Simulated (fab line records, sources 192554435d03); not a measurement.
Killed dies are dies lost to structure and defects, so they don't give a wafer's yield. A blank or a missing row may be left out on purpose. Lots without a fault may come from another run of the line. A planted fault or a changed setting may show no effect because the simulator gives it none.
A struck lot beside a sound one | flow n5_finfet | 15 steps out of a route of 1938
Sound: wafers L606.3, L606.4, L606.6. Struck: wafers L608.3, L608.5, L608.6. The cause comes at the end.
At each step with rows: each side's tool, then ch and its chambers, then its first start. Under that, the readings that differ: sound wafers | struck wafers | difference of the means | sigmas: that difference in standard deviations of wafers without a fault.
alike: readings whose means differ by less than 2 such deviations, and words and numbers that are the same on both sides. not compared: withheld readings, readings that some wafer has no value for, bounds like >300 that may hide the same value, and numbers for which the record gives no deviation and whose values overlap.
The two part at a step that has a row with sigmas, a row that says differs or no value, or rows on one side only. Numbers that don't overlap but have no deviation are shown without sigmas and don't part them. A reading that every wafer of one side lacks parts them only if that side has two wafers or more.

N5_WELL_APT_RTA_34: time 10 s.
  sound on rtp_anneal-02 ch 0, day 1 16:31; struck on rtp_anneal-02 ch 0, day 2 03:56
  alike: lamp_power_pct, lamp_zone_2_pct, wafer_temp_C_max
then, 4 steps without rows for these wafers: N5_WELL_APT_OXIDE_STRIP_42 (strips SiO2 in dHF, time 45 s, target depth 12 nm); N5_WELL_APT_PRECLEAN_36 (cleans in O3/DIW, time 45 s); N5_WELL_APT_PRECLEAN_39 (cleans in dHF, time 60 s); N5_WELL_APT_SRD_37 (time 30 s).
N5_WELL_APT_EPI_41: deposits Si from SiH4/H2, target thk 50 nm, time 297.7 s.
  sound on epi_rpcvd-04 ch 0, day 1 16:59; struck on epi_rpcvd-01 ch 0, day 2 04:20
  reading                | sound          | struck         | difference | sigmas
  throttle_valve_pct (%) | 12.1 11.9 11.7 | 10.5 10.6 10.4 | -1.4       | -2
N5_WELL_APT_INSPECT_38: inspects for defects (darkfield).
  sound on defect_inspect-02, day 1 17:33; struck on defect_inspect-02, day 2 04:46
  alike: raw_defect_count
N5_PMOS_HMC_CHANNEL_EPI_HM_DEP_34: deposits SiO2 from TEOS/O2, target thk 36 nm, time 6.9 s.
  sound on pecvd-02 ch 0,1,2, day 1 17:35; struck on pecvd-03 ch 0,2, day 2 04:49
  alike: heater_power_w, showerhead_plenum_p_Torr, throttle_valve_pct
then, 4 steps without rows for these wafers: N5_PMOS_HMC_CHANNEL_EPI_COAT_31 (time 60 s, resist thk 66 nm); N5_PMOS_HMC_CHANNEL_EPI_COAT_03 (resist thk 205 nm); N5_PMOS_HMC_CHANNEL_EPI_EBR_05; N5_PMOS_HMC_CHANNEL_EPI_SOFTBAKE_04 (time 60 s).
N5_PMOS_HMC_CHANNEL_EPI_EXPOSE_06: exposes mask PMOS HMC BLK, target cd 240 nm.
  sound on arfi_scanner-03 ch 0, day 1 17:53; struck on arfi_scanner-03 ch 0, day 2 04:58
  reading              | sound             | struck            | difference | sigmas
  exposure_dose_mJ_cm2 | 41.00 40.91 40.97 | 41.66 41.63 41.58 | +0.66      | +14
  alike: mask
then, 1 step without rows for these wafers: N5_PMOS_HMC_CHANNEL_EPI_PEB_07 (peb time 60 s).
N5_PASSIVATION_PROBE_49:
  the record has rows for the sound wafers here (prober-02, day 12 02:55) and none for the struck ones

WHERE THEY PART
First at N5_WELL_APT_EPI_41; last, within this record, at N5_PASSIVATION_PROBE_49.

WHY: what the simulator had put in
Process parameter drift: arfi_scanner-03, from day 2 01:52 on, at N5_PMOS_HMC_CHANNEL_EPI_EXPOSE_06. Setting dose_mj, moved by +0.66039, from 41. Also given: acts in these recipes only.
